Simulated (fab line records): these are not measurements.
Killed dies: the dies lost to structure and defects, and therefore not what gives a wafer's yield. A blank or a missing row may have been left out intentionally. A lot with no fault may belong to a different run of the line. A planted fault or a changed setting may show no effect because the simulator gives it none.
Which tool was responsible? :: flow nandHarc :: 13 lots with 39 wafers sampled at 5 steps, on a route of 1302 steps

## WHAT EACH GAUGE READ, for each wafer
NHARC_END_SORT_01. Usual: killedAtArray 57, standard deviation 24; killedAtOther 0.7, standard deviation 0.94; killedAtPeriphery 3.8, standard deviation 2.5; killedDies 62, standard deviation 23; killedOpen 3.1, standard deviation 1.8; killedShort 2.5, standard deviation 1.6.
lot: L705
measured: day 30 08:31
on: prober-02
killedAtArray: 84 86 69
killedAtOther: 0 0 0
killedAtPeriphery: 8 6 3
killedDies: 92 92 72
killedOpen: 4 3 6
killedShort: 4 5 3
flag: 

lot: L704
measured: day 30 10:09
on: prober-01
killedAtArray: 27 132 23
killedAtOther: 1 0 2
killedAtPeriphery: 6 5 4
killedDies: 34 137 29
killedOpen: 4 3 9
killedShort: 2 1 0
flag: 

## WHICH TOOL RAN EACH LOT (tool, then ch and the chambers of the sampled wafers, then the start)
lot: L691
NHARC_A_BLC_PVD_32: pvdSputter-03, day 22 12:17
NHARC_THIN_TSV_ETCH_15: rieSi-04 ch 1,3, day 24 14:07
NHARC_THIN_TSV_DEGAS_53: pvdSputter-03, day 24 18:06
NHARC_THIN_TSV_STRIP_56: plasmaAsher-02 ch 0,1, day 24 19:48

lot: L694
NHARC_A_BLC_PVD_32: pvdSputter-01, day 23 10:59
NHARC_THIN_TSV_ETCH_15: rieSi-01 ch 0,1,2, day 24 18:47
NHARC_THIN_TSV_DEGAS_53: pvdSputter-03, day 24 22:43
NHARC_THIN_TSV_STRIP_56: plasmaAsher-02 ch 0,1, day 25 00:25

lot: L693
NHARC_A_BLC_PVD_32: pvdSputter-02, day 23 12:08
NHARC_THIN_TSV_ETCH_15: rieSi-05 ch 2,3, day 24 19:58
NHARC_THIN_TSV_DEGAS_53: pvdSputter-01, day 24 23:55
NHARC_THIN_TSV_STRIP_56: plasmaAsher-01 ch 0, day 25 01:36

lot: L695
NHARC_A_BLC_PVD_32: pvdSputter-01, day 23 23:55
NHARC_THIN_TSV_ETCH_15: rieSi-05 ch 0,2, day 25 03:19
NHARC_THIN_TSV_DEGAS_53: pvdSputter-02, day 25 07:16
NHARC_THIN_TSV_STRIP_56: plasmaAsher-02 ch 0,1, day 25 09:03

lot: L696
NHARC_A_BLC_PVD_32: pvdSputter-02, day 25 10:21
NHARC_THIN_TSV_ETCH_15: rieSi-04 ch 0,1,2, day 27 19:21
NHARC_THIN_TSV_DEGAS_53: pvdSputter-03, day 27 23:29
NHARC_THIN_TSV_STRIP_56: plasmaAsher-02 ch 0,1, day 28 01:11

lot: L697
NHARC_A_BLC_PVD_32: pvdSputter-03, day 25 10:59
NHARC_THIN_TSV_ETCH_15: rieSi-04 ch 0,1,3, day 26 13:16
NHARC_THIN_TSV_DEGAS_53: pvdSputter-02, day 26 17:11
NHARC_THIN_TSV_STRIP_56: plasmaAsher-02 ch 0,1, day 26 19:05

lot: L698
NHARC_A_BLC_PVD_32: pvdSputter-03, day 25 16:41
NHARC_THIN_TSV_ETCH_15: rieSi-05 ch 0,2, day 27 20:17
NHARC_THIN_TSV_DEGAS_53: pvdSputter-02, day 28 00:14
NHARC_THIN_TSV_STRIP_56: plasmaAsher-02 ch 0,1, day 28 01:55

lot: L700
NHARC_A_BLC_PVD_32: pvdSputter-01, day 26 21:07
NHARC_THIN_TSV_ETCH_15: rieSi-04 ch 0,1,2, day 28 02:49
NHARC_THIN_TSV_DEGAS_53: pvdSputter-01, day 28 06:47
NHARC_THIN_TSV_STRIP_56: plasmaAsher-02 ch 0,1, day 28 08:37

lot: L703
NHARC_A_BLC_PVD_32: pvdSputter-03, day 27 16:23
NHARC_THIN_TSV_ETCH_15: rieSi-05 ch 0,2,3, day 28 20:16
NHARC_THIN_TSV_DEGAS_53: pvdSputter-01, day 29 00:13
NHARC_THIN_TSV_STRIP_56: plasmaAsher-02 ch 0, day 29 02:01

lot: L702
NHARC_A_BLC_PVD_32: pvdSputter-02, day 28 02:49
NHARC_THIN_TSV_ETCH_15: rieSi-05 ch 0,3, day 29 07:32
NHARC_THIN_TSV_DEGAS_53: pvdSputter-03, day 29 11:53
NHARC_THIN_TSV_STRIP_56: plasmaAsher-02 ch 0,1, day 29 13:39

lot: L705
NHARC_A_BLC_PVD_32: pvdSputter-02, day 28 11:59
NHARC_THIN_TSV_ETCH_15: rieSi-04 ch 1,2, day 29 17:09
NHARC_THIN_TSV_DEGAS_53: pvdSputter-01, day 29 21:07
NHARC_THIN_TSV_STRIP_56: plasmaAsher-02 ch 0,1, day 29 22:55

lot: L704
NHARC_A_BLC_PVD_32: pvdSputter-02, day 28 15:43
NHARC_THIN_TSV_ETCH_15: rieSi-05 ch 1,3, day 29 18:21
NHARC_THIN_TSV_DEGAS_53: pvdSputter-01, day 29 22:17
NHARC_THIN_TSV_STRIP_56: plasmaAsher-01 ch 0,1, day 30 00:11

lot: L713
NHARC_A_BLC_PVD_32: pvdSputter-03, day 31 17:51
NHARC_THIN_TSV_ETCH_15: rieSi-05 ch 0,1,3, day 32 18:56
NHARC_THIN_TSV_DEGAS_53: pvdSputter-03, day 32 23:11
NHARC_THIN_TSV_STRIP_56: plasmaAsher-01 ch 0,1, day 33 01:16
- NHARC_A_BLC_PVD_32: deposits Ti, target thk 5 nm, time 17.7 s.
- NHARC_THIN_TSV_ETCH_15: target depth 3000 nm, bosch target overetch cycles 2, bosch etch step 2.8 s.
- NHARC_THIN_TSV_DEGAS_53: time 60 s.
- NHARC_THIN_TSV_STRIP_56: strips in O2.

## AS READ BY THE TOOLS THEMSELVES (means over the sampled wafers that have a number; for cases with no such wafer, the mark the record gives instead)
NHARC_A_BLC_PVD_32. Usual: throttleValvePct reads 30.3 % (standard deviation 1.4).
lot: L691
tool: pvdSputter-03
throttleValvePct (%): 29.5
flag: 

lot: L694
tool: pvdSputter-01
throttleValvePct (%): 30.6
flag: 

lot: L693
tool: pvdSputter-02
throttleValvePct (%): 30.5
flag: 

lot: L695
tool: pvdSputter-01
throttleValvePct (%): 30.5
flag: 

lot: L696
tool: pvdSputter-02
throttleValvePct (%): 31.2
flag: 

lot: L697
tool: pvdSputter-03
throttleValvePct (%): 29.6
flag: 

lot: L698
tool: pvdSputter-03
throttleValvePct (%): 28.6
flag: 

lot: L700
tool: pvdSputter-01
throttleValvePct (%): 30.4
flag: 

lot: L703
tool: pvdSputter-03
throttleValvePct (%): 29.0
flag: 

lot: L702
tool: pvdSputter-02
throttleValvePct (%): 30.6
flag: 

lot: L705
tool: pvdSputter-02
throttleValvePct (%): 30.6
flag: 

lot: L704
tool: pvdSputter-02
throttleValvePct (%): 30.5
flag: 

lot: L713
tool: pvdSputter-03
throttleValvePct (%): 28.6
flag: 

NHARC_THIN_TSV_ETCH_15. Usual: drypumpMotorCurrentA reads 5.6 A (standard deviation 0.56).
lot: L691
tool: rieSi-04
drypumpMotorCurrentA (A): 5.5
flag: 

lot: L694
tool: rieSi-01
drypumpMotorCurrentA (A): 5.7
flag: 

lot: L693
tool: rieSi-05
drypumpMotorCurrentA (A): 5.4
flag: 

lot: L695
tool: rieSi-05
drypumpMotorCurrentA (A): 5.3
flag: 

lot: L696
tool: rieSi-04
drypumpMotorCurrentA (A): 5.8
flag: 

lot: L697
tool: rieSi-04
drypumpMotorCurrentA (A): 5.7
flag: 

lot: L698
tool: rieSi-05
drypumpMotorCurrentA (A): 5.3
flag: 

lot: L700
tool: rieSi-04
drypumpMotorCurrentA (A): 5.8
flag: 

lot: L703
tool: rieSi-05
drypumpMotorCurrentA (A): 5.2
flag: 

lot: L702
tool: rieSi-05
drypumpMotorCurrentA (A): 5.1
flag: 

lot: L705
tool: rieSi-04
drypumpMotorCurrentA (A): 6.0
flag: 

lot: L704
tool: rieSi-05
drypumpMotorCurrentA (A): 5.5
flag: 

lot: L713
tool: rieSi-05
drypumpMotorCurrentA (A): 5.3
flag: 

NHARC_THIN_TSV_DEGAS_53. Usual: heaterPowerW reads 468 W (standard deviation 52).
lot: L691
tool: pvdSputter-03
heaterPowerW (W): 451
flag: 

lot: L694
tool: pvdSputter-03
heaterPowerW (W): 452
flag: 

lot: L693
tool: pvdSputter-01
heaterPowerW (W): 499
flag: 

lot: L695
tool: pvdSputter-02
heaterPowerW (W): 490
flag: 

lot: L696
tool: pvdSputter-03
heaterPowerW (W): 466
flag: 

lot: L697
tool: pvdSputter-02
heaterPowerW (W): 485
flag: 

lot: L698
tool: pvdSputter-02
heaterPowerW (W): 454
flag: 

lot: L700
tool: pvdSputter-01
heaterPowerW (W): 506
flag: 

lot: L703
tool: pvdSputter-01
heaterPowerW (W): 431
flag: 

lot: L702
tool: pvdSputter-03
heaterPowerW (W): 464
flag: 

lot: L705
tool: pvdSputter-01
heaterPowerW (W): 499
flag: 

lot: L704
tool: pvdSputter-01
heaterPowerW (W): 467
flag: 

lot: L713
tool: pvdSputter-03
heaterPowerW (W): 452
flag: 

NHARC_THIN_TSV_STRIP_56. Usual: drypumpMotorCurrentA 5.76 A, standard deviation 0.16; heaterPowerW 359 W, standard deviation 31; rfReflPowerW 21 W, standard deviation 4.2.
lot: L691
tool: plasmaAsher-02
drypumpMotorCurrentA (A): 5.65
heaterPowerW (W): 362
rfReflPowerW (W): 18
flag: 

lot: L694
tool: plasmaAsher-02
drypumpMotorCurrentA (A): 5.67
heaterPowerW (W): 350
rfReflPowerW (W): 21
flag: 

lot: L693
tool: plasmaAsher-01
drypumpMotorCurrentA (A): 5.74
heaterPowerW (W): 325
rfReflPowerW (W): 20
flag: 

lot: L695
tool: plasmaAsher-02
drypumpMotorCurrentA (A): 5.69
heaterPowerW (W): 349
rfReflPowerW (W): 20
flag: 

lot: L696
tool: plasmaAsher-02
drypumpMotorCurrentA (A): 5.67
heaterPowerW (W): 370
rfReflPowerW (W): 18
flag: 

lot: L697
tool: plasmaAsher-02
drypumpMotorCurrentA (A): 5.62
heaterPowerW (W): 365
rfReflPowerW (W): 18
flag: 

lot: L698
tool: plasmaAsher-02
drypumpMotorCurrentA (A): 5.68
heaterPowerW (W): 351
rfReflPowerW (W): 20
flag: 

lot: L700
tool: plasmaAsher-02
drypumpMotorCurrentA (A): 5.62
heaterPowerW (W): 369
rfReflPowerW (W): 18
flag: 

lot: L703
tool: plasmaAsher-02
drypumpMotorCurrentA (A): 5.73
heaterPowerW (W): 328
rfReflPowerW (W): 23
flag: 

lot: L702
tool: plasmaAsher-02
drypumpMotorCurrentA (A): 5.67
heaterPowerW (W): 347
rfReflPowerW (W): 20
flag: 

lot: L705
tool: plasmaAsher-02
drypumpMotorCurrentA (A): 5.70
heaterPowerW (W): 345
rfReflPowerW (W): 20
flag: 

lot: L704
tool: plasmaAsher-01
drypumpMotorCurrentA (A): 5.96
heaterPowerW (W): 376
rfReflPowerW (W): 25
flag: 

lot: L713
tool: plasmaAsher-01
drypumpMotorCurrentA (A): 5.96
heaterPowerW (W): 366
rfReflPowerW (W): 25
flag: 

## THE ANSWER, worked out from the rows above alone
Rule: lot off if the mean of its wafers having a number is beyond 3 standard deviations from the usual mean. Also off: a lot with no number at a reading for which 4 or more lots have one. All remaining lots with rows at the step are treated as sound. Order of review: gauges by route order, followed by the tools' own readings, for which a lot's mean as printed above is used. At the first step where some lot is off, the reading lying furthest off is the one used; lots without a number count as furthest.
None of the lots is off at any reading shown; this tells nothing.

## WHAT THE SIMULATOR HAD INSERTED
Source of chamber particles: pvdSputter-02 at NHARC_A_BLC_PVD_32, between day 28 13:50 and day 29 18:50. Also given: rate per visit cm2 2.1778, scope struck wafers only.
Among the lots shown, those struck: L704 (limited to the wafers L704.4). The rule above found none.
